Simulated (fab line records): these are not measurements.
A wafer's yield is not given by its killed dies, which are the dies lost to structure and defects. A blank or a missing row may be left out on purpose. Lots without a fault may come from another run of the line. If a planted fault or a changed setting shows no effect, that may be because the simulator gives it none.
Which of the tools did it? / flow nand_harc / 38 wafers from 13 lots sampled at 4 of the route's 1302 steps

WHAT EACH GAUGE READ, for each wafer
NHARC_A_SOURCE_PLATE_INSPECT_08.
lot=L601; measured=day 8 07:49; on=defect_inspect-02; raw_defect_count=57 35 57
lot=L602; measured=day 8 07:49; on=defect_inspect-01; raw_defect_count=55 49 41
lot=L603; measured=day 8 23:13; on=defect_inspect-02; raw_defect_count=68 54 52
lot=L604; measured=day 8 23:13; on=defect_inspect-01; raw_defect_count=63 70 40
lot=L605; measured=day 9 15:52; on=defect_inspect-02; raw_defect_count=76 76 43
lot=L607; measured=day 10 23:22; on=defect_inspect-01; raw_defect_count=55 57 52
lot=L608; measured=day 11 07:35; on=defect_inspect-02; raw_defect_count=34 34 59
lot=L609; measured=day 11 07:35; on=defect_inspect-01; raw_defect_count=43 39 31
lot=L615; measured=day 13 23:42; on=defect_inspect-02; raw_defect_count=49 63 44
lot=L616; measured=day 14 08:40; on=defect_inspect-02; raw_defect_count=48 63 33
lot=L617; measured=day 14 22:41; on=defect_inspect-02; raw_defect_count=95 75
lot=L622; measured=day 17 04:05; on=defect_inspect-01; raw_defect_count=20 22 35
lot=L623; measured=day 17 08:04; on=defect_inspect-01; raw_defect_count=57 68 50

NHARC_A_ONON_D1_THK_MEAS_18: measures by ellipsometry.
lot=L601; measured=day 8 19:03; on=film_metro-01; thk_nm (nm)=1003 1004 1004
lot=L602; measured=day 8 19:04; on=film_metro-02; thk_nm (nm)=991 989 990
lot=L603; measured=day 9 09:38; on=film_metro-02; thk_nm (nm)=1005 1006 1005
lot=L604; measured=day 9 09:38; on=film_metro-01; thk_nm (nm)=1005 1005 1003
lot=L605; measured=day 10 04:22; on=film_metro-01; thk_nm (nm)=1007 1007 1008
lot=L607; measured=day 11 09:48; on=film_metro-02; thk_nm (nm)=996 996 997
lot=L608; measured=day 11 18:48; on=film_metro-01; thk_nm (nm)=990 991 991
lot=L609; measured=day 11 18:48; on=film_metro-02; thk_nm (nm)=1006 1006 1005
lot=L615; measured=day 14 10:43; on=film_metro-01; thk_nm (nm)=1007 1306 1006
lot=L616; measured=day 14 19:58; on=film_metro-01; thk_nm (nm)=1302 1000 1001
lot=L617; measured=day 15 13:05; on=film_metro-02; thk_nm (nm)=1304 1005
lot=L622; measured=day 17 18:08; on=film_metro-02; thk_nm (nm)=987 986 987
lot=L623; measured=day 17 18:07; on=film_metro-01; thk_nm (nm)=995 996 995

EACH LOT AND THE TOOL THAT RAN IT (in order: tool; ch and the chambers of the sampled wafers; start)
lot=L601; NHARC_P_BONDPAD_PRE_CLEAN_26=pvd_sputter-02, day 8 07:49 or earlier; NHARC_A_ONON_D1_DEP_16=pecvd_onon-03 ch 0, day 8 18:32
lot=L602; NHARC_P_BONDPAD_PRE_CLEAN_26=pvd_sputter-01, day 8 07:49 or earlier; NHARC_A_ONON_D1_DEP_16=pecvd_onon-01 ch 0, day 8 18:32
lot=L603; NHARC_P_BONDPAD_PRE_CLEAN_26=pvd_sputter-03, day 8 23:13 or earlier; NHARC_A_ONON_D1_DEP_16=pecvd_onon-04 ch 0, day 9 09:08
lot=L604; NHARC_P_BONDPAD_PRE_CLEAN_26=pvd_sputter-03, day 8 23:13 or earlier; NHARC_A_ONON_D1_DEP_16=pecvd_onon-03 ch 0, day 9 09:08
lot=L605; NHARC_P_BONDPAD_PRE_CLEAN_26=pvd_sputter-01, day 9 15:52 or earlier; NHARC_A_ONON_D1_DEP_16=pecvd_onon-04 ch 0, day 10 03:52
lot=L607; NHARC_P_BONDPAD_PRE_CLEAN_26=pvd_sputter-03, day 10 23:22 or earlier; NHARC_A_ONON_D1_DEP_16=pecvd_onon-04 ch 0, day 11 09:21
lot=L608; NHARC_P_BONDPAD_PRE_CLEAN_26=pvd_sputter-02, day 11 07:35 or earlier; NHARC_A_ONON_D1_DEP_16=pecvd_onon-03 ch 0, day 11 18:17
lot=L609; NHARC_P_BONDPAD_PRE_CLEAN_26=pvd_sputter-02, day 11 07:35 or earlier; NHARC_A_ONON_D1_DEP_16=pecvd_onon-04 ch 0, day 11 18:17
lot=L615; NHARC_P_BONDPAD_PRE_CLEAN_26=pvd_sputter-03, day 13 23:42 or earlier; NHARC_A_ONON_D1_DEP_16=pecvd_onon-03 ch 0, day 14 10:16
lot=L616; NHARC_P_BONDPAD_PRE_CLEAN_26=pvd_sputter-01, day 14 08:40 or earlier; NHARC_A_ONON_D1_DEP_16=pecvd_onon-03 ch 0, day 14 19:28
lot=L617; NHARC_P_BONDPAD_PRE_CLEAN_26=pvd_sputter-01, day 14 22:41 or earlier; NHARC_A_ONON_D1_DEP_16=pecvd_onon-03 ch 0, day 15 12:35
lot=L622; NHARC_P_BONDPAD_PRE_CLEAN_26=pvd_sputter-01, day 17 04:05 or earlier; NHARC_A_ONON_D1_DEP_16=pecvd_onon-03 ch 0, day 17 17:37
lot=L623; NHARC_P_BONDPAD_PRE_CLEAN_26=pvd_sputter-02, day 17 08:04 or earlier; NHARC_A_ONON_D1_DEP_16=pecvd_onon-01 ch 0, day 17 17:37
- NHARC_P_BONDPAD_PRE_CLEAN_26: time 30 s.
- NHARC_A_ONON_D1_DEP_16: target thk 1000 nm.

AS READ BY THE TOOLS THEMSELVES (means over the sampled wafers that have a number; for cases with no such wafer, the mark the record gives instead)
NHARC_P_BONDPAD_PRE_CLEAN_26.
lot=L601; tool=pvd_sputter-02; heater_power_w (W)=447
lot=L602; tool=pvd_sputter-01; heater_power_w (W)=421
lot=L603; tool=pvd_sputter-03; heater_power_w (W)=392
lot=L604; tool=pvd_sputter-03; heater_power_w (W)=406
lot=L605; tool=pvd_sputter-01; heater_power_w (W)=442
lot=L607; tool=pvd_sputter-03; heater_power_w (W)=384
lot=L608; tool=pvd_sputter-02; heater_power_w (W)=469
lot=L609; tool=pvd_sputter-02; heater_power_w (W)=408
lot=L615; tool=pvd_sputter-03; heater_power_w (W)=416
lot=L616; tool=pvd_sputter-01; heater_power_w (W)=411
lot=L617; tool=pvd_sputter-01; heater_power_w (W)=414
lot=L622; tool=pvd_sputter-01; heater_power_w (W)=412
lot=L623; tool=pvd_sputter-02; heater_power_w (W)=488

NHARC_A_ONON_D1_DEP_16.
lot=L601; tool=pecvd_onon-03; n2_flow_sccm (sccm)=2753
lot=L602; tool=pecvd_onon-01; n2_flow_sccm (sccm)=2753
lot=L603; tool=pecvd_onon-04; n2_flow_sccm (sccm)=2746
lot=L604; tool=pecvd_onon-03; n2_flow_sccm (sccm)=2752
lot=L605; tool=pecvd_onon-04; n2_flow_sccm (sccm)=2753
lot=L607; tool=pecvd_onon-04; n2_flow_sccm (sccm)=2744
lot=L608; tool=pecvd_onon-03; n2_flow_sccm (sccm)=2748
lot=L609; tool=pecvd_onon-04; n2_flow_sccm (sccm)=2745
lot=L615; tool=pecvd_onon-03; n2_flow_sccm (sccm)=2737
lot=L616; tool=pecvd_onon-03; n2_flow_sccm (sccm)=2753
lot=L617; tool=pecvd_onon-03; n2_flow_sccm (sccm)=2758
lot=L622; tool=pecvd_onon-03; n2_flow_sccm (sccm)=2754
lot=L623; tool=pecvd_onon-01; n2_flow_sccm (sccm)=2753

THE ANSWER, worked out from the rows above alone
Rule: usual is defined by the lots themselves. The widest of any qualifying gaps counts: lots, ordered by their means at a reading, are off when they make up no more than a third of the lots, leave a main group of 4 or more, and stand apart from it by 3 or more times the standard deviation of that group's means. A main group whose means are all the same, to the digits that the tables above print for the reading, isn't used. A lot without any number at a reading at which 4 lots or more have one is off too. Any other lot the step has rows for is counted as sound. After the gauges, taken in route order, come the tools' own readings; for these a lot's mean is taken, as printed above. At the first step where some lot is off, the reading lying furthest off is the one used; lots without a number count as furthest.
Off at NHARC_A_ONON_D1_THK_MEAS_18 (thk_nm): L615, L616, L617. The main group: mean 999 nm, standard deviation 7.2.
If a tool, at a process step before that reading, ran all the lots that are off and no sound lot after the first of them, it fits. Those tools and the gauges at NHARC_A_ONON_D1_THK_MEAS_18 are tried in the same way. With no start given for some of its lots, NHARC_P_BONDPAD_PRE_CLEAN_26 uses the hours and lot order of NHARC_A_SOURCE_PLATE_INSPECT_08. None of those tried fits.

WHAT HAD BEEN PUT IN BY THE SIMULATOR
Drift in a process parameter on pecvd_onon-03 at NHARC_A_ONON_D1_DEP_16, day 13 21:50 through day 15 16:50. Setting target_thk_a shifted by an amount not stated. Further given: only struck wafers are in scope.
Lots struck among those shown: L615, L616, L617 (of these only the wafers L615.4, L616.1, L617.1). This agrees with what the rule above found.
